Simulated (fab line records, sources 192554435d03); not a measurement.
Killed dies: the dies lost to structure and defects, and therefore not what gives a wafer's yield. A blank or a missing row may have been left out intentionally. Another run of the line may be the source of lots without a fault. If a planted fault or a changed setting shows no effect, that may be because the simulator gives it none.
Struck lot and sound lot, side by side | flow n5Finfet | 41 steps out of a route of 1938
Sound: the wafers L977.1, L977.2, L977.4. Wafers L991.2, L991.4, L991.6 were the ones struck. At the end, the cause is stated.
Order at every step that has rows: each side's tool, ch and its chambers, its first start. Under that, the readings that differ: sound wafers | struck wafers | difference of the means | sigmas: that difference in standard deviations of wafers without a fault.
alike: same words and numbers on both sides, and readings whose means sit less than 2 such deviations apart. not compared: any withheld reading, any reading some wafer has no value for, any bound like >300 that may hide the same value, and any number with overlapping values for which the record gives no deviation.
A row with sigmas, a row that says differs or no value, or rows on one side alone: a step with any of these is where the two part. Numbers that have no deviation but don't overlap get no sigmas and don't part them. A reading missing from all wafers of one side parts the sides only when that side holds two or more wafers.

first, 3 steps without rows for these wafers: N5_BEOL_M3_SPUTTER_48 (material Cu, target thk 4.5 nm, time 8.29 s); N5_BEOL_M3_ANNEAL_49 (time 240 s); N5_BEOL_M3_SPUTTER_79 (material Cu, target thk 4.5 nm, time 8.29 s).
N5_BEOL_M3_ANNEAL_80: time 240 s.
  struck on pvdSputter-01, day 10 19:42; sound on pvdSputter-01, day 7 07:05
  alike: heaterPowerW
then, 3 steps without rows for these wafers: N5_BEOL_M3_SPUTTER_81 (material Cu, target thk 4.5 nm, time 8.29 s); N5_BEOL_M3_ANNEAL_82 (time 240 s); N5_BEOL_M3_SPUTTER_86 (material Cu, target thk 4.5 nm, time 8.29 s).
N5_BEOL_M3_ANNEAL_87: time 240 s.
  struck on pvdSputter-01, day 10 20:08; sound on pvdSputter-01, day 7 07:31
  alike: heaterPowerW
then, 2 steps without rows for these wafers: N5_BEOL_M3_SPUTTER_88 (material Cu, target thk 4.5 nm, time 8.29 s); N5_BEOL_M3_ANNEAL_89 (time 240 s).
N5_BEOL_M3_SPUTTER_90: material Cu, target thk 4.5 nm, time 8.29 s.
  struck on pvdSputter-01, day 10 20:30; sound on pvdSputter-01, day 7 07:53
  alike: throttleValvePct
then, 1 step without rows for these wafers: N5_BEOL_M3_ANNEAL_91 (time 240 s).
N5_BEOL_M3_SPUTTER_92: material Cu, target thk 4.5 nm, time 8.29 s.
  struck on pvdSputter-01, day 10 20:43; sound on pvdSputter-01, day 7 08:06
  alike: throttleValvePct
then, 1 step without rows for these wafers: N5_BEOL_M3_ANNEAL_93 (time 240 s).
N5_BEOL_M3_SPUTTER_94: material Cu, target thk 4.5 nm, time 8.29 s.
  struck on pvdSputter-01, day 10 20:56; sound on pvdSputter-01, day 7 08:19
  alike: throttleValvePct
then, 3 steps without rows for these wafers: N5_BEOL_M3_ANNEAL_95 (time 240 s); N5_BEOL_M3_SPUTTER_96 (material Cu, target thk 4.5 nm, time 8.29 s); N5_BEOL_M3_ECD_50 (material Cu, target thk 300 nm).
N5_BEOL_M3_ANNEAL_51: time 90 s.
  sound on rtpAnneal-02 ch 0, day 7 08:44; struck on rtpAnneal-02 ch 0, day 10 21:57
  alike: wafer_temp_C_max
then, 5 steps without rows for these wafers: N5_BEOL_M3_CMP_52 (polishes, stops on SiOC, t overpolish 6.8 s, target thk 40 nm); N5_BEOL_M3_PRE_CLEAN_60 (time 15 s); N5_BEOL_M3_CO_CAP_55 (material Co, precursor CCTBA/H2, target thk 2 nm, time 102.1 s); N5_BEOL_M3_PRE_CLEAN_56 (time 15 s); N5_BEOL_M3_DEP_57 (deposits SiCN from 3MS/NH3, target thk 8 nm, time 14 s).
N5_BEOL_M3_RS_MEAS_58: the measuring method here is four-point-probe.
  struck on filmMetro-02, day 10 22:46; sound on filmMetro-02, day 7 09:36
  alike: M3_RS
then, 1 step without rows for these wafers: N5_BEOL_M4_ILD_DEP_00 (deposits SiOC from DEMS/O2, target thk 79 nm, time 15.3 s).
N5_BEOL_M4_THK_MEAS_01:
  struck on filmMetro-02, day 10 22:54; sound on filmMetro-02, day 7 09:44
  alike: M4_ILD_THK
then, 11 steps without rows for these wafers: N5_BEOL_M4_PECVD_72 (deposits SiO2 from TEOS/O2, target thk 16 nm, time 18 s); N5_BEOL_M4_HM_DEP_02 (deposits TiN, target thk 20 nm); N5_BEOL_M4_COAT_61 (time 60 s, resist thk 60 nm); N5_BEOL_M4_COAT_62 (time 60 s, resist thk 12 nm); N5_BEOL_M4_COAT_73 (time 60 s, resist thk 5 nm); N5_BEOL_M4_COAT_05 (resist thk 30 nm); N5_BEOL_M4_EBR_07; N5_BEOL_M4_SOFTBAKE_06 (time 60 s); N5_BEOL_M4_EXPOSE_08 (exposes mask M4); N5_BEOL_M4_PEB_09 (peb time 60 s); N5_BEOL_M4_DEVELOP_10 (develop time 30 s).
N5_BEOL_M4_CD_MEAS_11: target cd 16.79 nm.
  sound on cdSem-02 ch 0, day 7 10:43; struck on cdSem-03 ch 0, day 11 00:07
  alike: cdNm
N5_BEOL_M4_OVL_MEAS_12:
  sound on overlay-02 ch 0, day 7 10:44; struck on overlay-01 ch 0, day 11 00:09
  alike: M4_OVL
-- a jump in the record: the struck wafers' starts before and after are 5 days apart (it breaks off in module BEOL_M4 and resumes in module PASSIVATION, where the first step shown is number 1936 of the route) --
N5_PASSIVATION_PROBE_49:
  rows exist in the record for the struck wafers here (prober-01, day 15 16:08), but not for the sound ones

== WHERE THEY PART ==
Only at N5_PASSIVATION_PROBE_49, within this record.

WHY: what the simulator had put in
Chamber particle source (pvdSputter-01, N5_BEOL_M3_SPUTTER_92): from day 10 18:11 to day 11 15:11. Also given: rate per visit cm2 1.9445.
